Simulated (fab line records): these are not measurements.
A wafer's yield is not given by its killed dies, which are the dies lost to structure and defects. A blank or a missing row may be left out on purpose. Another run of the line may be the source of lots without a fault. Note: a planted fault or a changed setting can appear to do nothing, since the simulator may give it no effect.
The same fault as seen by 2 desks -- flow nandHarc -- every desk sees just its own numbers, and what lay behind them comes last

## TOOL OWNER'S DESK, pecvdOnon-01
The tool's own readings at NHARC_A_ONON_D1_DEP_22 (target thk 1000 nm): means of the sampled wafers that have a number, for each lot that ran on this tool. Any lot whose mean is over 4 standard deviations away from the usual mean is out of limits and marked OUT; that distance is given in the brackets.
Columns: A = sih4FlowSccm at NHARC_A_ONON_D1_DEP_22, usual 210.1 sccm; B = susceptorTempC at NHARC_A_ONON_D1_DEP_22, usual 400.02 C
lot,first seen here,A,B
L462,day 8 15:26,209.4,400.03
L471,day 11 02:43,210.2,399.89
L469,day 11 02:56,210.3,399.86
L472,day 11 18:19,210.7,399.66
This desk found nothing out of limits on any of the 4 lots.

## AT THE METROLOGY DESK
Means of the sampled wafers that have a number, per lot and without regard to the tool the lot ran on: this is what the gauges read. Any lot whose mean is over 4 standard deviations away from the usual mean is out of limits and marked OUT; that distance is given in the brackets.
Columns: A = cdNm at NHARC_THIN_TSV_CD_MEAS_12, usual 1000.2 nm
lot,first seen here,A
L458,day 18 18:02,1003.5
L462,day 19 07:53,998.0
L459,day 19 09:11,1001.2
L460,day 19 10:19,998.9
L461,day 19 11:31,1003.0
L463,day 20 10:08,997.9
L471,day 21 12:49,999.1
L469,day 22 10:42,1001.2
L472,day 22 11:49,1000.4
L476,day 23 05:38,998.6
L478,day 23 06:49,998.7
L477,day 23 10:10,1000.4
L479,day 24 02:19,1001.4
This desk found nothing out of limits on any of the 13 lots.

## PUT TOGETHER
Nothing out of limits was seen by the tool owner's desk.
From the metrology desk's view, nothing was out of limits.

## WHAT THE SIMULATOR HAD INSERTED
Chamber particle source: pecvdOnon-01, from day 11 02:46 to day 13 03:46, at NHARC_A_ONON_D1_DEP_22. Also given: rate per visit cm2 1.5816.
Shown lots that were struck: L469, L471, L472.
